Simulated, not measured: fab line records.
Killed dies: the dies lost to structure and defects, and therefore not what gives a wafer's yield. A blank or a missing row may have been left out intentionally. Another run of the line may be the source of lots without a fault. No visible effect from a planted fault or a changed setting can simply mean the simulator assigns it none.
Matching of chambers / flow n5-finfet / cmp-01 running N5_BEOL_M9_CMP_52: 4 sister chambers
The step polishes, stops on SiCOH lowk, t overpolish 7 s, target thk 140 nm. 4 wafers are shown with their chamber, then 8 later ones without.

== WAFERS WITH THEIR CHAMBER ==
wafer=L081.3; chamber=3; motor-current-A (A)=5.1
wafer=L081.5; chamber=1; motor-current-A (A)=6.5
wafer=L081.6; chamber=2; motor-current-A (A)=4.9
wafer=L086.2; chamber=0; motor-current-A (A)=6.2

== WAFERS WITH NO CHAMBER GIVEN ==
wafer=L086.3; motor-current-A (A)=6.4
wafer=L086.4; motor-current-A (A)=4.9
wafer=L089.1; motor-current-A (A)=6.1
wafer=L089.5; motor-current-A (A)=6.4
wafer=L089.6; motor-current-A (A)=4.9
wafer=L094.3; motor-current-A (A)=6.0
wafer=L094.4; motor-current-A (A)=6.9
wafer=L094.6; motor-current-A (A)=4.9

== WHICH CHAMBER EACH WENT THROUGH ==
wafer=L086.3; from the rows above=can't be placed: 1 or 0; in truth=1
wafer=L086.4; from the rows above=can't be placed: 2 or 3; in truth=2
wafer=L089.1; from the rows above=can't be placed: 0 or 1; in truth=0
wafer=L089.5; from the rows above=can't be placed: 1 or 0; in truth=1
wafer=L089.6; from the rows above=can't be placed: 2 or 3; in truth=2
wafer=L094.3; from the rows above=can't be placed: 0 or 1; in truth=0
wafer=L094.4; from the rows above=can't be placed: 1 or 0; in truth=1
wafer=L094.6; from the rows above=can't be placed: 2 or 3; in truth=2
Placed correctly: 0 of 8. These rows do not allow placing 8 (true chamber among the candidates in 8). 0 placed wrongly.
How it was worked out, from the rows above alone: a wafer's distance from a chamber is the root of the sum, over the readings, of the square of ((its reading less the chamber's mean) divided by the reading's scatter). The wafer belongs to the nearest chamber; if the next one is less than 2 further off, it can't be placed. A chamber's mean is the mean of its shown wafers. The scatter (one wafer shown for each chamber): square how far every hidden wafer sits from the nearest shown wafer, average those squares and take the square root.
